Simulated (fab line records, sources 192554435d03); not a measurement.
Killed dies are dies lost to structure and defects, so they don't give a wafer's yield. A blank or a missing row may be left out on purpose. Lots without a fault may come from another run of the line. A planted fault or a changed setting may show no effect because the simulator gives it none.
Chamber matching | flow n5_finfet | N5_MOL_CONTACT_COAG_ETCHBACK_134 on rie_diel-06: 4 sister chambers
The step etches SiO2 in CHF3, target depth 10 nm, time 6.7 s. 20 wafers are shown with their chamber, then 10 later ones without.

WAFERS WITH THEIR CHAMBER
wafer  | chamber | drypump_motor_current_A (A) | showerhead_plenum_p_Torr (Torr) | rf_vpp_V (V)
L074.1 | 3       | 5.1                         | 2.34                            | 506
L074.3 | 0       | 5.2                         | 2.48                            | 507
L074.4 | 0       | 5.2                         | 2.48                            | 507
L077.3 | 2       | 5.8                         | 2.42                            | 521
L077.5 | 3       | 5.1                         | 2.33                            | 505
L077.6 | 0       | 5.2                         | 2.47                            | 507
L078.1 | 1       | 6.3                         | 2.52                            | 505
L078.2 | 3       | 5.1                         | 2.33                            | 508
L078.3 | 2       | 5.8                         | 2.42                            | 523
L079.2 | 1       | 6.3                         | 2.52                            | 506
L079.4 | 3       | 5.1                         | 2.33                            | 503
L079.5 | 0       | 5.2                         | 2.47                            | 506
L081.1 | 3       | 5.1                         | 2.33                            | 506
L081.2 | 1       | 6.4                         | 2.52                            | 506
L081.6 | 3       | 5.0                         | 2.33                            | 507
L082.1 | 1       | 6.4                         | 2.52                            | 505
L082.3 | 2       | 5.8                         | 2.42                            | 521
L082.4 | 0       | 5.2                         | 2.47                            | 506
L088.2 | 3       | 5.1                         | 2.32                            | 506
L088.4 | 2       | 5.8                         | 2.41                            | 523

SIGNATURES (means of the wafers above)
reading                  | chamber 0 | chamber 1 | chamber 2 | chamber 3 | scatter within a chamber
drypump_motor_current_A  | 5.200     | 6.350     | 5.800     | 5.086     | 0.0341
showerhead_plenum_p_Torr | 2.4740    | 2.5200    | 2.4175    | 2.3300    | 0.00497
rf_vpp_V                 | 506.60    | 505.50    | 522.00    | 505.86    | 1.15
Rule: a wafer's distance from a chamber is the root of the sum, over the readings, of the square of ((its reading less the chamber's mean) divided by the reading's scatter). The wafer belongs to the nearest chamber; if the next one is less than 2 further off, it can't be placed. The scatter: the root of (the sum of the squares of (reading less its chamber's mean) over the shown wafers, divided by (wafers less chambers)).

WAFERS WITHOUT THEIR CHAMBER
wafer  | drypump_motor_current_A (A) | showerhead_plenum_p_Torr (Torr) | rf_vpp_V (V)
L088.6 | 5.8                         | 2.41                            | 522
L091.3 | 5.2                         | 2.46                            | 506
L091.4 | 5.8                         | 2.41                            | 523
L091.6 | 5.9                         | 2.41                            | 522
L093.2 | 5.8                         | 2.41                            | 523
L093.5 | 5.2                         | 2.46                            | 506
L093.6 | 6.3                         | 2.51                            | 505
L094.2 | 6.3                         | 2.51                            | 504
L094.4 | 5.1                         | 2.32                            | 507
L094.5 | 5.1                         | 2.32                            | 505

WHICH CHAMBER EACH WENT THROUGH
wafer  | from the rows above | in truth
L088.6 | 2                   | 2
L091.3 | 0                   | 0
L091.4 | 2                   | 2
L091.6 | 2                   | 2
L093.2 | 2                   | 2
L093.5 | 0                   | 0
L093.6 | 1                   | 1
L094.2 | 1                   | 1
L094.4 | 3                   | 3
L094.5 | 3                   | 3
Placed correctly: 10 of 10. Can't be placed from these rows: 0. Placed wrongly: 0.
